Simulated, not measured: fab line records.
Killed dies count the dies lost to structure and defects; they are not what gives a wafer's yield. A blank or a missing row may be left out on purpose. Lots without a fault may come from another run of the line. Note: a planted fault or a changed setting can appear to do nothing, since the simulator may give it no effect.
fab line records -- flow nand_harc
record: lots: 6, wafers: 18, last_day: 34
route steps=1302 shown P_GATE@126 END@1302
lots that met no fault: from a run of the same line without faults
start_h: the number of hours between the record's first day and the start of the first shown wafer of the lot -- wait_h: how many hours have passed since the lot's step before this one -- " the same as in the row above -- L1.1+2: a row that stands for several wafers -- - value missing, or start not given -- * or withheld: withheld -- < > ~ a bound
route shown NAME@n: NAME is a module with steps in the file, n the number in the route of the first one -- usual: mean/standard deviation taken from wafers without a fault -- same: alike in all rows -- chamber/n: place in a boat -- sites: readings site by site -- _std_site: the values' standard deviation -- _edge_site: the outer-site mean with the inner-site mean subtracted -- radius_mm: for every site, how far away it sits from the centre of the wafer -- mask NAME#n: copy n -- behind: the last tool/chamber to shape the wafer -- hold: why the lot went on hold/how many hours it stayed there/how the hold came to an end -- device: the n, p or np transistor that did not switch -- end of line: the route-end tests of the same wafers -- where a step has no rows: the recipe by itself -- killed: dies that structure and defects cost at the first sort, which is not the same as the wafer's yield -- map: the dies of a wafer, with x for killed, . for not killed, _ for no die there
set.NAME: the setting the step ran with; set.NAME@STEP: the setting that earlier step ran with -- model.NAME: the simulator's own value behind a step, which no gauge read
a table for each step, a row for each wafer; lots at some steps of the route
services: the hour from which a tool's chamber was out of use, counted from the record's first day as start_h (under 0 if before that day), plus the number of hours and why
== steps ==
step: NHARC_P_GATE_STRIP_15
recipe: time_s: 780, temp_c: 130, chemistry: SPM
step: NHARC_P_GATE_PRECLEAN_71
recipe: time_s: *, temp_c: 50, bath_age_min: 0, chemistry: SC1
step: NHARC_P_GATE_SRD_72
step: NHARC_P_GATE_OXIDE_16
recipe: target_thk_a: 30, temp_c: 875, ox_time_s: 392, material: SiO2
step: NHARC_P_GATE_CVD_17
recipe: target_thk_a: 1500, temp_c: 620, time_s: 900, material: poly-Si
step: NHARC_P_GATE_HM_DEP_102
recipe: target_thk_a: 1200, temp_c: 400, material: aC
usual: throttle_valve_pct: 35.001/0.0093
lot.wafer,tool,chamber,start_h,wait_h,throttle_valve_pct
L850.1,acl_dep-01,0,145.67,0.4,34.984
L850.2,acl_dep-01,0,145.67,0.4,35.000
L850.3,acl_dep-01,0,145.67,0.4,35.012
L851.3,acl_dep-01,0,154.72,0.9,34.990
L851.5,acl_dep-01,0,154.72,0.9,35.008
L851.6,acl_dep-01,0,154.72,0.9,34.996
L858.1,acl_dep-01,0,220.25,4.6,35.005
L858.5,acl_dep-01,0,220.25,4.6,34.995
L858.6,acl_dep-01,0,220.25,4.6,35.006
L860.3,acl_dep-01,0,242.99,4.5,35.003
L860.5,acl_dep-01,0,242.99,4.5,35.009
L860.6,acl_dep-01,0,242.99,4.5,35.005
L865.1,acl_dep-03,0,300.68,4.1,35.004
L865.2,acl_dep-03,0,300.68,4.1,35.000
L865.6,acl_dep-03,0,300.68,4.1,34.999
L868.2,acl_dep-02,0,324.78,2.8,35.019
L868.3,acl_dep-02,0,324.78,2.8,35.005
L868.6,acl_dep-02,0,324.78,2.8,35.004
step: NHARC_P_GATE_DEP_103
recipe: target_thk_a: 300, target_thk_nm: 30, temp_c: 400, flow_sccm: 200, rf_w: 350, material: SiON
usual: heater_power_w: 784/79
lot.wafer,tool,chamber,start_h,wait_h,heater_power_w
L850.2,pecvd-01,1,146.34,0.5,705
L850.3,pecvd-01,2,146.34,0.5,862
L850.1,pecvd-01,0,146.34,0.5,726
L851.3,pecvd-03,2,155.17,0.3,881
L851.6,pecvd-03,2,155.17,0.3,871
L851.5,pecvd-03,0,155.17,0.3,719
L858.1,pecvd-03,0,220.97,0.6,729
L858.6,pecvd-03,2,220.97,0.6,805
L858.5,pecvd-03,0,220.97,0.6,715
L860.3,pecvd-04,0,243.46,0.4,681
L860.5,pecvd-04,1,243.46,0.4,823
L860.6,pecvd-04,2,243.46,0.4,889
L865.2,pecvd-03,0,301.34,0.4,676
L865.1,pecvd-03,1,301.34,0.4,838
L865.6,pecvd-03,2,301.34,0.4,818
L868.3,pecvd-03,1,325.37,0.4,790
L868.2,pecvd-03,2,325.37,0.4,843
L868.6,pecvd-03,0,325.37,0.4,752
step: NHARC_P_GATE_DEHYDRATE_18
recipe: temp_c: 150, time_s: 120
step: NHARC_P_GATE_HMDS_19
recipe: time_s: 30
step: NHARC_P_GATE_COAT_20
recipe: spin_rpm: 1500, resist_thk_nm: 90
step: NHARC_P_GATE_SOFTBAKE_21
recipe: temp_c: 105, time_s: 55
step: NHARC_P_GATE_EBR_22
step: NHARC_P_GATE_EXPOSE_23
recipe: na: 1.35, target_cd_nm: 120, dose_mj: 93.91, mask_id: P_GATE
usual: exposure_dose_mJ_cm2: 93.90/0.088
lot.wafer,tool,chamber,start_h,wait_h,mask,exposure_dose_mJ_cm2
L850.1,arfi_scanner-03,0,146.75,-,P_GATE#0,94.04
L850.2,arfi_scanner-03,0,146.75,-,P_GATE#0,94.01
L850.3,arfi_scanner-03,0,146.75,-,P_GATE#0,94.00
L851.3,arfi_scanner-03,0,155.60,-,P_GATE#0,94.01
L851.5,arfi_scanner-03,0,155.60,-,P_GATE#0,93.89
L851.6,arfi_scanner-03,0,155.60,-,P_GATE#0,93.95
L858.1,arfi_scanner-03,0,221.50,-,P_GATE#0,90.42
L858.5,arfi_scanner-03,0,221.50,-,P_GATE#0,90.37
L858.6,arfi_scanner-03,0,221.50,-,P_GATE#0,90.37
L860.3,arfi_scanner-03,0,244.13,-,P_GATE#0,90.38
L860.5,arfi_scanner-03,0,244.13,-,P_GATE#0,90.37
L860.6,arfi_scanner-03,0,244.13,-,P_GATE#0,90.34
L865.1,arfi_scanner-01,0,301.88,-,P_GATE#0,93.87
L865.2,arfi_scanner-01,0,301.88,-,P_GATE#0,93.84
L865.6,arfi_scanner-01,0,301.88,-,P_GATE#0,93.95
L868.2,arfi_scanner-02,0,325.89,-,P_GATE#0,94.03
L868.3,arfi_scanner-02,0,325.89,-,P_GATE#0,94.08
L868.6,arfi_scanner-02,0,325.89,-,P_GATE#0,93.91
step: NHARC_P_GATE_PEB_24
recipe: peb_temp_c: 100, peb_time_s: 65
step: NHARC_P_GATE_DEVELOP_25
recipe: develop_time_s: 35, dev_temp_c: 23
step: NHARC_P_GATE_CD_MEAS_26
recipe: target_cd_nm: 120, landing_energy_ev: 500
usual: cd_nm: 119.8/0.49
lot.wafer,tool,chamber,start_h,wait_h,cd_nm
L850.1,cd_sem-01,0,146.89,-,118.9
L850.2,cd_sem-01,0,146.89,-,118.6
L850.3,cd_sem-01,0,146.89,-,118.7
L851.3,cd_sem-01,0,155.74,-,120.0
L851.5,cd_sem-01,0,155.74,-,120.6
L851.6,cd_sem-01,0,155.74,-,120.2
L858.1,cd_sem-02,0,221.64,-,122.0
L858.5,cd_sem-02,0,221.64,-,122.7
L858.6,cd_sem-02,0,221.64,-,121.7
L860.3,cd_sem-01,0,244.27,-,123.1
L860.5,cd_sem-01,0,244.27,-,123.2
L860.6,cd_sem-01,0,244.27,-,123.1
L865.1,cd_sem-02,0,302.02,-,120.3
L865.2,cd_sem-02,0,302.02,-,120.1
L865.6,cd_sem-02,0,302.02,-,119.8
L868.2,cd_sem-03,0,326.03,-,119.5
L868.3,cd_sem-03,0,326.03,-,120.1
L868.6,cd_sem-03,0,326.03,-,119.8
step: NHARC_P_GATE_OVL_MEAS_27
usual: overlay_x_nm: 0.2/0.84, overlay_y_nm: -0.3/1.1
lot.wafer,tool,chamber,start_h,wait_h,overlay_x_nm,overlay_y_nm
L850.1,overlay-01,-,146.98,-,-0.4,0.2
L850.2,overlay-01,-,146.98,-,-0.2,0.6
L850.3,overlay-01,-,146.98,-,0.3,0.0
L851.3,overlay-01,-,155.82,-,1.1,0.9
L851.5,overlay-01,-,155.82,-,1.0,1.2
L851.6,overlay-01,-,155.82,-,1.2,1.6
L858.1,overlay-01,-,221.73,-,-0.2,0.0
L858.5,overlay-01,-,221.73,-,0.2,-0.8
L858.6,overlay-01,-,221.73,-,0.3,0.1
L860.3,overlay-01,-,244.35,-,0.3,0.1
L860.5,overlay-01,-,244.35,-,-0.2,-0.3
L860.6,overlay-01,-,244.35,-,0.1,-0.3
L865.1,overlay-02,-,302.11,-,1.0,-0.8
L865.2,overlay-02,-,302.11,-,0.7,-0.8
L865.6,overlay-02,-,302.11,-,0.9,0.0
L868.2,overlay-02,-,326.11,-,0.9,0.0
L868.3,overlay-02,-,326.11,-,1.2,-0.5
L868.6,overlay-02,-,326.11,-,0.1,0.2
step: NHARC_P_GATE_INSPECT_28
usual: raw_defect_count: 7/3.2
lot.wafer,tool,chamber,start_h,wait_h,raw_defect_count
L850.1,defect_inspect-01,-,147.02,0.0,3
L850.2,defect_inspect-01,-,147.02,0.0,12
L850.3,defect_inspect-01,-,147.02,0.0,9
L851.3,defect_inspect-02,-,155.86,0.0,8
L851.5,defect_inspect-02,-,155.86,0.0,9
L851.6,defect_inspect-02,-,155.86,0.0,9
L858.1,defect_inspect-01,-,221.77,0.0,2
L858.5,defect_inspect-01,-,221.77,0.0,5
L858.6,defect_inspect-01,-,221.77,0.0,12
L860.3,defect_inspect-01,-,244.39,0.0,11
L860.5,defect_inspect-01,-,244.39,0.0,6
L860.6,defect_inspect-01,-,244.39,0.0,5
L865.1,defect_inspect-02,-,302.14,0.0,11
L865.2,defect_inspect-02,-,302.14,0.0,7
L865.6,defect_inspect-02,-,302.14,0.0,2
L868.2,defect_inspect-01,-,326.15,0.0,11
L868.3,defect_inspect-01,-,326.15,0.0,9
L868.6,defect_inspect-01,-,326.15,0.0,6
step: NHARC_P_GATE_DESCUM_31
recipe: time_s: 3, o2_flow_sccm: 200, ar_flow_sccm: 0, bias_power_w: 0, chemistry: O2
usual: drypump_motor_current_A: 5.8/0.42, o2_flow_sccm: 200.0/0.52, oes_product_au: 1.000/0.0064, rf_vpp_V: 57.8/0.92, showerhead_plenum_p_Torr: 1.92/0.074, throttle_valve_pct: 11.310/0.0088
lot.wafer,tool,chamber,start_h,wait_h,drypump_motor_current_A,o2_flow_sccm,oes_product_au,rf_hours_counter_h,rf_vpp_V,showerhead_plenum_p_Torr,throttle_valve_pct,model.P_GATE.cd_nm
L850.2,rie_diel-13,2,147.08,0.1,6.3,199.3,1.005,8.9,58.1,2.00,11.307,118.7
L850.3,rie_diel-13,3,147.08,0.1,5.1,200.3,1.008,10.0,57.3,1.85,11.301,118.8
L850.1,rie_diel-13,0,147.08,0.1,5.9,200.6,0.995,10.0,58.1,1.91,11.315,119.3
L851.3,rie_diel-10,2,155.94,0.1,6.4,199.5,1.001,4.3,58.9,1.83,11.319,120.1
L851.6,rie_diel-10,0,155.94,0.1,5.4,200.5,1.008,-,57.1,1.91,11.309,120.3
L851.5,rie_diel-10,2,155.94,0.1,6.4,200.2,1.000,-,58.2,1.83,11.305,120.3
L858.1,rie_diel-09,0,221.83,0.1,6.0,199.3,1.000,2.5,57.6,1.80,11.318,122.3
L858.5,rie_diel-09,0,221.83,0.1,6.0,199.3,0.993,-,56.8,1.80,11.317,122.9
L858.6,rie_diel-09,1,221.83,0.1,5.7,199.6,1.005,-,59.1,1.95,11.298,121.5
L860.3,rie_diel-13,0,244.48,0.1,5.9,200.7,0.990,4.0,58.2,1.91,11.291,123.7
L860.5,rie_diel-13,0,244.48,0.1,5.9,201.0,1.009,-,56.3,1.91,11.319,123.7
L860.6,rie_diel-13,1,244.48,0.1,5.8,200.5,1.000,-,57.8,2.02,11.315,123.1
L865.1,rie_diel-13,0,302.20,0.1,5.9,200.1,0.996,8.4,58.1,1.91,11.324,120.3
L865.2,rie_diel-13,1,302.20,0.1,5.8,199.4,0.986,9.1,57.1,2.01,11.313,120.7
L865.6,rie_diel-13,0,302.20,0.1,5.9,200.2,1.001,-,58.1,1.91,11.317,120.4
L868.2,rie_diel-13,0,326.21,0.1,5.9,200.4,1.009,9.6,58.5,1.91,11.305,119.7
L868.3,rie_diel-13,1,326.21,0.1,5.8,200.0,1.005,10.3,58.0,2.01,11.310,120
L868.6,rie_diel-13,0,326.21,0.1,5.9,199.7,1.003,-,57.4,1.91,11.306,119.8
step: NHARC_P_GATE_ETCH_104
recipe: target_depth_a: 600, time_s: withheld, cf4_flow_sccm: 100, chf3_flow_sccm: 30, ar_flow_sccm: 0, rf_w: 500, bias_w: 200, chemistry: CF4/CHF3
usual: cf4_flow_sccm: 99.98/0.29, drypump_motor_current_A: 5.8/0.45, oes_product_au: 0.954/0.021, rf_vpp_V: 370.8/2.3, showerhead_plenum_p_Torr: 1.58/0.059, throttle_valve_pct: 16.803/0.0086
lot.wafer,tool,chamber,start_h,wait_h,cf4_flow_sccm,drypump_motor_current_A,oes_product_au,rf_vpp_V,showerhead_plenum_p_Torr,throttle_valve_pct
L850.2,rie_diel-13,2,147.17,0.1,99.93,6.3,0.927,372.0,1.64,16.774
L850.1,rie_diel-13,3,147.17,0.1,99.88,5.1,0.966,369.4,1.52,16.803
L850.3,rie_diel-13,0,147.17,0.1,100.26,5.9,0.965,369.3,1.57,16.803
L851.3,rie_diel-10,0,156.02,0.1,100.13,5.4,0.967,372.3,1.57,16.798
L851.5,rie_diel-10,2,156.02,0.1,100.53,6.5,0.965,368.2,1.51,16.788
L851.6,rie_diel-10,1,156.02,0.1,100.34,6.3,0.962,371.9,1.60,16.805
L858.1,rie_diel-09,0,221.93,0.1,100.39,6.0,0.956,367.1,1.48,16.803
L858.5,rie_diel-09,1,221.93,0.1,99.61,5.7,0.958,372.3,1.60,16.813
L858.6,rie_diel-09,2,221.93,0.1,99.92,5.2,0.972,368.1,1.51,16.811
L860.3,rie_diel-13,1,245.23,0.7,100.05,5.8,0.928,374.9,1.65,16.800
L860.5,rie_diel-13,1,245.23,0.7,100.24,5.8,0.929,374.0,1.65,16.798
L860.6,rie_diel-13,2,245.23,0.7,99.82,6.3,0.937,372.8,1.64,16.801
L865.2,rie_diel-13,3,302.29,0.1,100.26,5.1,0.964,369.1,1.52,16.805
L865.1,rie_diel-13,1,302.29,0.1,100.09,5.8,0.950,373.7,1.65,16.794
L865.6,rie_diel-13,3,302.29,0.1,100.62,5.1,0.968,368.4,1.52,16.802
L868.3,rie_diel-13,3,326.30,0.1,99.75,5.1,0.935,369.8,1.52,16.810
L868.2,rie_diel-13,0,326.30,0.1,100.38,5.9,0.937,369.6,1.57,16.812
L868.6,rie_diel-13,2,326.30,0.1,99.36,6.3,0.937,373.7,1.64,16.806
step: NHARC_P_GATE_HM_OPEN_105
recipe: target_depth_a: 3600, o2_flow_sccm: 400, cos_flow_sccm: 20, ar_flow_sccm: 0, rf_w: 500, bias_w: 300, chemistry: O2/COS
usual: drypump_motor_current_A: 5.8/0.45, o2_flow_sccm: 399.9/1.1, oes_product_au: 1.002/0.0067, rf_vpp_V: 467.2/2.6, showerhead_plenum_p_Torr: 3.12/0.11, throttle_valve_pct: 28.330/0.0089
lot.wafer,tool,chamber,start_h,wait_h,drypump_motor_current_A,o2_flow_sccm,oes_product_au,rf_hours_counter_h,rf_vpp_V,showerhead_plenum_p_Torr,throttle_valve_pct
L850.3,rie_diel-13,3,-,-,5.1,399.8,1.015,10.0,464.8,3.02,28.327
L850.2,rie_diel-13,0,-,-,5.9,398.3,0.999,10.0,465.8,3.12,28.320
L850.1,rie_diel-13,2,-,-,6.3,399.5,0.999,8.9,471.2,3.26,28.342
L851.3,rie_diel-10,0,-,-,5.4,400.1,0.997,4.7,467.3,3.12,28.341
L851.6,rie_diel-10,1,-,-,6.3,399.9,1.001,-,468.6,3.18,28.321
L851.5,rie_diel-10,2,-,-,6.4,400.1,1.000,-,463.8,2.99,28.333
L858.1,rie_diel-09,0,-,-,6.0,399.3,1.001,2.5,462.5,2.95,28.330
L858.6,rie_diel-09,1,-,-,5.7,400.8,1.003,-,467.8,3.17,28.341
L858.5,rie_diel-09,2,-,-,5.2,399.0,1.002,-,464.9,2.99,28.330
L860.3,rie_diel-13,0,-,-,5.9,399.0,1.010,4.5,466.2,3.12,28.337
L860.6,rie_diel-13,3,-,-,5.1,400.5,1.010,-,464.9,3.02,28.325
L860.5,rie_diel-13,0,-,-,5.9,399.5,1.003,-,465.2,3.12,28.349
L865.2,rie_diel-13,1,-,-,5.8,399.6,1.000,9.1,471.3,3.28,28.334
L865.1,rie_diel-13,2,-,-,6.3,401.4,1.009,9.7,471.6,3.25,28.328
L865.6,rie_diel-13,0,-,-,5.9,399.5,1.005,-,469.2,3.12,28.326
L868.2,rie_diel-13,2,-,-,6.3,396.7,1.007,10.3,470.8,3.25,28.322
L868.3,rie_diel-13,1,-,-,5.8,400.4,0.989,10.3,469.7,3.28,28.340
L868.6,rie_diel-13,2,-,-,6.3,398.7,1.005,-,470.9,3.25,28.334
step: NHARC_P_GATE_STRIP_106
recipe: o2_flow_sccm: 400, cos_flow_sccm: 20, ar_flow_sccm: 0, bias_w: 0, chemistry: O2/COS
step: NHARC_P_GATE_ETCH_114
recipe: target_depth_a: 300, overetch_a: 30, time_s: 16.5, ion_energy_ev: 100, cf4_flow_sccm: 80, o2_flow_sccm: 20, ar_flow_sccm: 0, rf_w: 300, bias_w: 100, chemistry: CF4/O2
usual: cf4_flow_sccm: 80.02/0.26, drypump_motor_current_A: 5.8/0.45, o2_flow_sccm: 20.01/0.058, oes_product_au: 1.000/0.0072, rf_vpp_V: 197.8/1.4, showerhead_plenum_p_Torr: 1.34/0.051, throttle_valve_pct: 13.396/0.0088
lot.wafer,tool,chamber,start_h,wait_h,cf4_flow_sccm,drypump_motor_current_A,o2_flow_sccm,oes_product_au,rf_hours_counter_h,rf_vpp_V,showerhead_plenum_p_Torr,throttle_valve_pct,model.P_GATE.cd_nm
L850.3,rie_diel-13,2,-,-,80.06,6.3,20.02,1.001,8.9,199.6,1.39,13.396,118.1
L850.1,rie_diel-13,3,-,-,80.12,5.1,20.05,1.014,10.0,196.3,1.29,13.393,120.2
L850.2,rie_diel-13,0,-,-,79.95,5.9,20.02,0.991,10.0,199.1,1.33,13.392,121.9
L851.3,rie_diel-10,2,-,-,79.87,6.4,19.99,0.995,4.4,196.2,1.28,13.406,119.1
L851.6,rie_diel-10,1,-,-,80.11,6.3,20.10,1.006,-,199.1,1.36,13.404,122
L851.5,rie_diel-10,2,-,-,79.62,6.4,20.06,0.999,-,196.6,1.28,13.403,121.5
L858.1,rie_diel-09,1,-,-,79.81,5.7,20.07,0.994,2.5,197.9,1.36,13.395,122.3
L858.6,rie_diel-09,1,-,-,79.64,5.7,20.07,0.994,-,200.4,1.36,13.378,122.6
L858.5,rie_diel-09,2,-,-,79.88,5.2,20.04,1.002,-,197.1,1.28,13.391,122.7
L860.3,rie_diel-13,0,-,-,79.91,5.9,19.98,1.010,4.5,198.1,1.33,13.383,126.9
L860.6,rie_diel-13,3,-,-,80.05,5.1,19.97,1.008,-,197.1,1.29,13.394,122.6
L860.5,rie_diel-13,0,-,-,79.80,5.9,20.02,1.006,-,197.3,1.33,13.408,125.7
L865.2,rie_diel-13,2,-,-,80.27,6.3,20.05,1.000,9.7,198.5,1.39,13.401,121.5
L865.1,rie_diel-13,3,-,-,79.57,5.1,20.00,0.999,8.9,196.1,1.29,13.396,122.6
L865.6,rie_diel-13,2,-,-,80.81,6.2,20.01,1.003,-,198.9,1.39,13.406,122.4
L868.3,rie_diel-13,0,-,-,80.07,5.9,19.99,0.997,9.6,196.4,1.33,13.381,120.7
L868.2,rie_diel-13,1,-,-,79.85,5.8,20.01,0.997,10.3,199.6,1.40,13.396,121.2
L868.6,rie_diel-13,3,-,-,80.02,5.1,20.02,1.001,-,198.1,1.29,13.398,121.6
step: NHARC_P_GATE_ETCH_32
recipe: target_depth_a: 1500, over_etch_frac: 1, over_etch_ion_energy_ev: 40, time_s: 100.1, hbr_flow_sccm: 150, cl2_flow_sccm: 50, rf_w: 400, icp_w: 400, bias_w: 100, chemistry: HBr/Cl2
usual: drypump_motor_current_A: 5.7/0.41, mfc_cl2_sccm: 50.00/0.14, oes_product_au: 1.000/0.007, throttle_valve_pct: 26.406/0.0092
same: over_etch_frac: 1
lot.wafer,tool,chamber,start_h,wait_h,drypump_motor_current_A,mfc_cl2_sccm,oes_product_au,rf_hours_counter_h,throttle_valve_pct
L850.1,rie_si-01,3,147.54,-,5.6,50.10,1.011,0.78,26.411
L850.3,rie_si-01,0,147.54,-,5.2,50.32,0.990,0.68,26.413
L850.2,rie_si-01,1,147.54,-,6.0,50.21,1.000,0.75,26.417
L851.3,rie_si-01,2,156.44,-,5.9,50.22,1.003,0.83,26.393
L851.6,rie_si-01,2,156.44,-,5.9,50.00,1.005,-,26.405
L851.5,rie_si-01,3,156.44,-,5.6,50.08,1.012,-,26.408
L858.1,rie_si-02,2,222.29,-,5.4,50.00,1.004,0.70,26.407
L858.5,rie_si-02,2,222.29,-,5.4,49.93,0.998,-,26.411
L858.6,rie_si-02,3,222.29,-,6.0,49.89,1.004,-,26.413
L860.3,rie_si-01,0,245.68,-,5.2,50.02,0.997,0.22,26.398
L860.6,rie_si-01,0,245.68,-,5.2,49.97,1.006,-,26.391
L860.5,rie_si-01,1,245.68,-,6.0,49.72,0.999,-,26.427
L865.2,rie_si-04,2,302.66,-,5.6,50.09,1.005,0.66,26.404
L865.1,rie_si-04,1,302.66,-,5.7,50.09,0.990,0.63,26.405
L865.6,rie_si-04,3,302.66,-,4.7,50.11,0.997,-,26.402
L868.3,rie_si-01,0,326.67,-,5.2,50.14,1.002,0.80,26.392
L868.2,rie_si-01,1,326.67,-,6.0,49.88,0.997,0.89,26.416
L868.6,rie_si-01,1,326.67,-,6.0,49.81,1.006,-,26.405
step: NHARC_END_SORT_01
recipe: temp_c: 25
usual: killed_at_array: 52/17, killed_at_other: 0.8/1.1, killed_at_periphery: 3.2/2.2, killed_dies: 57/17, killed_open: 3.4/1.8, killed_short: 2.4/1.6
same: gross_dies: 677
lot.wafer,tool,chamber,start_h,wait_h,killed_at_array,killed_at_other,killed_at_periphery,killed_dies,killed_open,killed_short
L850.1,prober-01,0,619.46,2.5,42,0,4,46,5,3
L850.2,prober-01,0,620.26,2.8,38,1,3,42,3,2
L850.3,prober-01,0,621.06,3.1,40,0,1,41,4,2
L858.1,prober-01,0,687.91,2.5,52,0,1,53,1,4
L858.5,prober-01,0,691.08,3.7,56,0,1,57,3,2
L858.6,prober-01,0,691.87,4.0,49,0,6,55,4,5
killed by level:class
L850.1 A_SLIT:chamber_film_flake=25 A_CHANNEL_HOLE_D1:chamber_film_flake=5 A_CHANNEL_HOLE_D2:chamber_film_flake=5 P_CONTACT:geometric_particle:open=2 A_DECK1_JOINT:chamber_film_flake=2 P_STI:geometric_particle:short=1 P_M1:geometric_particle:open=1 A_ONON_D1:geometric_particle:short=1
L850.2 A_SLIT:chamber_film_flake=18 A_CHANNEL_HOLE_D2:chamber_film_flake=7 A_CHANNEL_HOLE_D1:chamber_film_flake=4 A_CONTACT:chamber_film_flake=3 A_WL_FILL:chamber_film_flake=2 P_CONTACT:geometric_particle:open=1 P_M0:geometric_particle:short=1 A_DECK1_JOINT:geometric_particle:open=1
L850.3 A_SLIT:chamber_film_flake=19 A_CHANNEL_HOLE_D2:chamber_film_flake=12 A_CHANNEL_HOLE_D1:geometric_particle:open=1 A_CHANNEL_FILL_D1:geometric_particle:open=1 A_DECK1_JOINT:geometric_particle:short=1 A_WL_FILL:geometric_particle:open=1 A_BLC:geometric_particle:short=1 A_BLC:geometric_particle:open=1
L858.1 A_CHANNEL_HOLE_D1:chamber_film_flake=33 A_STAIRCASE:chamber_film_flake=5 A_CHANNEL_FILL_D1:geometric_particle:short=2 A_SLIT:chamber_film_flake=2 A_SGD_CUT:chamber_film_flake=2 A_WL_FILL:chamber_film_flake=2 A_CONTACT:chamber_film_flake=2 P_M2:geometric_particle:short=1
L858.5 A_CHANNEL_HOLE_D1:chamber_film_flake=35 A_STAIRCASE:chamber_film_flake=9 A_SLIT:chamber_film_flake=2 A_WL_FILL:chamber_film_flake=2 P_CONTACT:geometric_particle:open=1 A_CHANNEL_FILL_D1:geometric_particle:short=1 A_ONON_D2:geometric_particle:short=1 A_BLC:geometric_particle:open=1
L858.6 A_CHANNEL_HOLE_D1:chamber_film_flake=25 A_SLIT:chamber_film_flake=5 A_CONTACT:chamber_film_flake=4 A_WL_FILL:chamber_film_flake=3 A_CHANNEL_FILL_D2:geometric_particle:short=2 A_BLC:chamber_film_flake=2 P_GATE:geometric_particle:open=1 P_CONTACT:geometric_particle:open=1
== services ==
tool,chamber,start_h,hours,kind
rie_diel-09,1,129.27,5.9,repair
pecvd-01,-,130.00,13.0,pm
arfi_scanner-02,-,140.00,4.0,pm
rie_diel-10,3,140.09,128.0,repair
rie_diel-13,2,142.30,4.0,repair
rie_diel-09,-,143.75,9.0,pm
arfi_scanner-01,-,145.61,35.4,repair
pecvd-03,-,156.95,2.4,repair
rie_diel-09,1,161.73,2.2,repair
rie_diel-13,-,165.04,9.0,pm
pecvd-03,-,185.19,13.0,pm
acl_dep-01,-,188.25,13.0,pm
rie_si-01,-,193.00,9.0,pm
arfi_scanner-03,-,196.00,4.0,pm
rie_diel-10,1,196.41,7.7,repair
pecvd-03,2,205.10,8.6,repair
rie_diel-09,0,234.83,13.7,repair
rie_diel-10,-,243.62,9.0,pm
rie_si-01,-,257.85,0.3,repair
arfi_scanner-03,-,263.94,0.6,repair
rie_diel-09,2,289.02,3.7,repair
rie_diel-09,1,289.32,8.3,repair
arfi_scanner-03,-,308.91,0.6,repair
rie_diel-09,-,320.75,9.0,pm
== key ==
first_sign: step: NHARC_P_GATE_EXPOSE_23, reading: exposure_dose_mJ_cm2, direction: down, sigmas: 40, usual: 93.90, struck: 90.38
effect: step: NHARC_P_GATE_CD_MEAS_26, reading: cd_nm, direction: up, sigmas: 5.7, usual: 119.8, struck: 122.6
model_effect: step: NHARC_P_GATE_DESCUM_31, value: P_GATE.cd_nm, without: 120.6, struck: 122.9
model_effect: step: NHARC_P_GATE_ETCH_114, value: P_GATE.cd_nm, without: 121.5, struck: 123.8
met_at NHARC_P_GATE_EXPOSE_23
struck_wafers L858.1,L858.5,L858.6,L860.3,L860.5,L860.6
tester_left_out L858,L860
onset_between 155.60 221.50
fault: kind: process_parameter_drift, tool: arfi_scanner-03, chamber: -, onset_h: 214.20, steps: NHARC_P_GATE_EXPOSE_23, channel: dose_mj, offset: -3.5131, shape: step, acts_in: these_recipes_only, stated: 93.91
tester_left_out: of these lots the tester's yield and bins aren't shown, on N5 and GAA mostly nor the transistor test; their killed dies are dies lost to structure and defects alone, not to doping, threshold or leakage, so they don't give the yield
